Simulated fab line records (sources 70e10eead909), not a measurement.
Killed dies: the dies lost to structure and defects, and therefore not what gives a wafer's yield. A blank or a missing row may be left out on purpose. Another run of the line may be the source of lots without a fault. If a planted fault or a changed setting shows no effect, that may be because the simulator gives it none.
Which tool did it? -- flow nandHarc -- Sampling: 6 lots, 18 wafers, 3 of 1302 route steps

## WHAT THE GAUGES READ, wafer by wafer
NHARC_A_ONON_D2_THK_MEAS_24: measures by ellipsometry.
lot,measured,on,thkNm (nm)
L366,day 13 20:19,filmMetro-02,981 982 980
L368,day 14 14:02,filmMetro-01,1530 1532 1530
L379,day 19 02:34,filmMetro-02,1002 1002 1003
L382,day 20 16:22,filmMetro-01,1001 1000 1003
L384,day 21 13:18,filmMetro-01,995 995 994
L387,day 22 05:56,filmMetro-02,994 993 994

## TOOL THAT RAN EACH LOT (tool first, then ch and the chambers of the sampled wafers, then the start)
lot,NHARC_A_CHANNEL_HOLE_D1_ETCH_33,NHARC_A_ONON_D2_DEP_22
L366,"harEtch-01 ch 1, day 9 13:26","pecvdOnon-01 ch 0, day 13 19:48"
L368,"harEtch-02 ch 0,1, day 10 07:58","pecvdOnon-01 ch 0, day 14 13:38"
L379,"harEtch-01 ch 0,1, day 15 06:08","pecvdOnon-01 ch 0, day 19 02:07"
L382,"harEtch-01 ch 0,1, day 16 06:56","pecvdOnon-02 ch 0, day 20 15:55"
L384,"harEtch-01 ch 0,1, day 17 08:41","pecvdOnon-02 ch 0, day 21 12:52"
L387,"harEtch-02 ch 0,1, day 18 04:31","pecvdOnon-04 ch 0, day 22 05:26"
- NHARC_A_CHANNEL_HOLE_D1_ETCH_33: etches the open film in C4F8/O2/Ar, time 90 s, target depth 400 nm.
- NHARC_A_ONON_D2_DEP_22: target thk 1000 nm.

## THE ANSWER, worked out from the rows above alone
Rule: usual is defined by the lots themselves. The widest of any qualifying gaps counts: lots, ordered by their means at a reading, are off when they make up no more than a third of the lots, leave a main group of 4 or more, and stand apart from it by 3 or more times the standard deviation of that group's means. The tables above print the reading to a certain number of digits; a main group whose means all agree to those digits is not used. A lot without any number at a reading at which 4 lots or more have one is off too. The other lots that the step has rows for count as sound.
Off at NHARC_A_ONON_D2_THK_MEAS_24 (thkNm): L368. Main group: mean 995 nm, sd 7.6.
If a tool, at a process step before that reading, ran all the lots that are off and no sound lot after the first of them, it fits. The gauges at NHARC_A_ONON_D2_THK_MEAS_24 are tried like those tools. None of those tried fits.

## WHAT THE SIMULATOR HAD PUT IN
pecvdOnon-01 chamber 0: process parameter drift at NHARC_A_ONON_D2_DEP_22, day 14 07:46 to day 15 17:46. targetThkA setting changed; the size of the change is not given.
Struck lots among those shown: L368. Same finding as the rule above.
